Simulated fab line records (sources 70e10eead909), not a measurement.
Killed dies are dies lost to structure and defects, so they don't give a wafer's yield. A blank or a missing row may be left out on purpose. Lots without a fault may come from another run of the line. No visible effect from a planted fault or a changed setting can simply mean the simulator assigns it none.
Problem report in the 8D (eight disciplines) form, filled by code | flow nandHarc | the parts of the form that need people (team, actions taken, sign-off) are left out

== 1. THE ISSUE ==
Mean of rawDefectCount at NHARC_P_GATE_INSPECT_68: 1358 across 6 wafers in 2 lots; on wafers with no fault it is 207 (standard deviation 88). Measured from the usual mean, that is +13 standard deviations.
First seen on wafer L342.2, day 10 00:05, on defectInspect-02. Wafers with a number at this step in the record: 42, from 14 lots. Rule for "out", or "out of limits": more than 4 standard deviations from the usual mean. The other wafers with a number count as sound.

== 2. WHAT IT IS; WHAT IT IS NOT ==
question                    | is                     | is not
which readings at this step | rawDefectCount         | -
which lots                  | L342, L344             | L333, L334, L335, L347, L348, L349, L351, L352, L353, L354, L355, L356
which wafers of those lots  | all that have a number | -
read on which gauges        | defectInspect-02       | defectInspect-01
when                        | from day 10 00:05      | up to then (9 sound wafers); but 27 sound wafers of L347, L348, L349, L351, L352, L353, L354, L355, L356 came after

== 3. WHAT RULES OUT EACH SUSPECT ==
Counting: a tool at a process step up to the reading stays a suspect if it ran every lot that is out and no sound lot after the first of them.
- the gauge at NHARC_P_GATE_INSPECT_68: kept. All the wafers that are out were read on defectInspect-02, and no step on other tools shows them out.
- plasmaAsher-01 at NHARC_P_GATE_STRIP_111 (strips in N2/H2, time 250 s): ruled out as a lasting fault. Sound lots L348, L349, L354 ran on it after its first lot that is out, L342 (day 9 18:23).
- plasmaAsher-02 at NHARC_P_GATE_STRIP_76 (strips in O2): ruled out as a lasting fault. Sound lots L348, L347, L354, L356 ran on it after its first lot that is out, L342 (day 9 20:15).
- pvdSputter-03 at NHARC_P_GATE_SPUTTER_79 (material TiN, target thk 10 nm): ruled out as a lasting fault. Sound lots L353 ran on it after its first lot that is out, L342 (day 9 23:20).
The count leaves defectInspect-02 at NHARC_P_GATE_INSPECT_68.

== 4. THE CAUSE (what the simulator had put in) ==
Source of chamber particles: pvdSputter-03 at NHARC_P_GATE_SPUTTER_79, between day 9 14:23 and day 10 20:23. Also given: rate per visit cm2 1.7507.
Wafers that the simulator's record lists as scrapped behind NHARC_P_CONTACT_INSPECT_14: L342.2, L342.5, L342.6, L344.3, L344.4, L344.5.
It was ruled out by counting, in error; the rule expects a fault to strike all lots run on its tool from its start on, and this fault did not.

== 5. SEQUENCE OF EFFECTS, ordered by route ==
Each row: a reading where the mean over the struck wafers with a number is more than 3 standard deviations away from the usual. Scope: only readings with a usual standard deviation given in the record; hours: median across lots of the time from each lot's start at the first step in this table that gives one to its start at this step; sigmas: change in usual standard deviations.
hours | step                    | reading        | usual | on struck wafers | change | sigmas
0     | NHARC_P_GATE_INSPECT_68 | rawDefectCount | 207   | 1358             | +1151  | +13

== 6. HOW IT WOULD HAVE BEEN CAUGHT EARLIER ==
The first out-of-limits reading at a measuring or inspecting step in this record came at day 10 00:05, 10 hours after the fault's start at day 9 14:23.
